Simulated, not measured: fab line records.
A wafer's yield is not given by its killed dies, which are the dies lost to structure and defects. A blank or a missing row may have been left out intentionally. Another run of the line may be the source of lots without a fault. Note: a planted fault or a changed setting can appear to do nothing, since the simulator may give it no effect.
Matching of chambers | flow n5 finfet | N5_BEOL_M10_DEP_56 on pecvd-04 has 3 sister chambers
The step deposits SiCN from 3MS/NH3, target thk 15 nm, time 26.5 s. 20 wafers are shown with their chamber, then 10 later ones without.

== WAFERS PAIRED WITH THEIR CHAMBERS ==
wafer  | chamber | showerhead plenum p Torr (Torr) | throttle valve pct (%)
L074.1 | 0       | 3.661                           | 9.4
L074.2 | 1       | 3.656                           | 8.9
L074.3 | 2       | 3.648                           | 9.1
L074.4 | 1       | 3.654                           | 8.8
L074.5 | 2       | 3.636                           | 9.1
L074.6 | 0       | 3.654                           | 9.1
L076.2 | 1       | 3.654                           | 8.5
L076.3 | 0       | 3.655                           | 9.6
L076.6 | 1       | 3.656                           | 9.0
L084.1 | 1       | 3.649                           | 8.6
L084.2 | 2       | 3.626                           | 9.4
L084.3 | 0       | 3.663                           | 9.5
L084.4 | 2       | 3.644                           | 9.4
L084.5 | 1       | 3.650                           | 8.8
L084.6 | 0       | 3.663                           | 9.3
L086.1 | 2       | 3.645                           | 9.5
L086.2 | 1       | 3.658                           | 8.8
L086.5 | 2       | 3.633                           | 9.8
L089.2 | 2       | 3.642                           | 9.5
L089.4 | 1       | 3.650                           | 8.6

SIGNATURES (means of the wafers above)
reading                  | chamber 0 | chamber 1 | chamber 2 | scatter within a chamber
showerhead plenum p Torr | 3.65920   | 3.65338   | 3.63914   | 0.00553
throttle valve pct       | 9.380     | 8.750     | 9.400     | 0.204
Rule: for a wafer and a chamber, the distance is found by dividing, reading by reading, the gap between the wafer's reading and the chamber's mean by the reading's scatter, squaring, summing and taking the root. The wafer belongs to the nearest chamber; if the next one is less than 2 further off, it can't be placed. The scatter is the square root of a quotient: the sum, over the shown wafers, of each reading's squared deviation from its chamber's mean, divided by wafers minus chambers.

== WAFERS WITH NO CHAMBER GIVEN ==
wafer  | showerhead plenum p Torr (Torr) | throttle valve pct (%)
L089.6 | 3.659                           | 9.4
L092.1 | 3.640                           | 9.6
L092.2 | 3.652                           | 9.2
L092.4 | 3.650                           | 8.8
L093.1 | 3.639                           | 9.5
L093.3 | 3.650                           | 9.0
L093.4 | 3.638                           | 9.5
L094.1 | 3.644                           | 8.9
L094.3 | 3.658                           | 9.3
L094.6 | 3.646                           | 9.0

== EACH ONE'S CHAMBER ==
wafer  | from the rows above          | in truth
L089.6 | 0                            | 0
L092.1 | 2                            | 2
L092.2 | can't be placed: 0 or 1 or 2 | 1
L092.4 | 1                            | 1
L093.1 | 2                            | 2
L093.3 | can't be placed: 1 or 0 or 2 | 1
L093.4 | 2                            | 2
L094.1 | can't be placed: 1 or 2 or 0 | 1
L094.3 | 0                            | 0
L094.6 | can't be placed: 1 or 2 or 0 | 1
Placed correctly: 6 of 10. From these rows, 4 cannot be placed; in 4 the true chamber is one of the candidates. Number placed wrongly: 0.
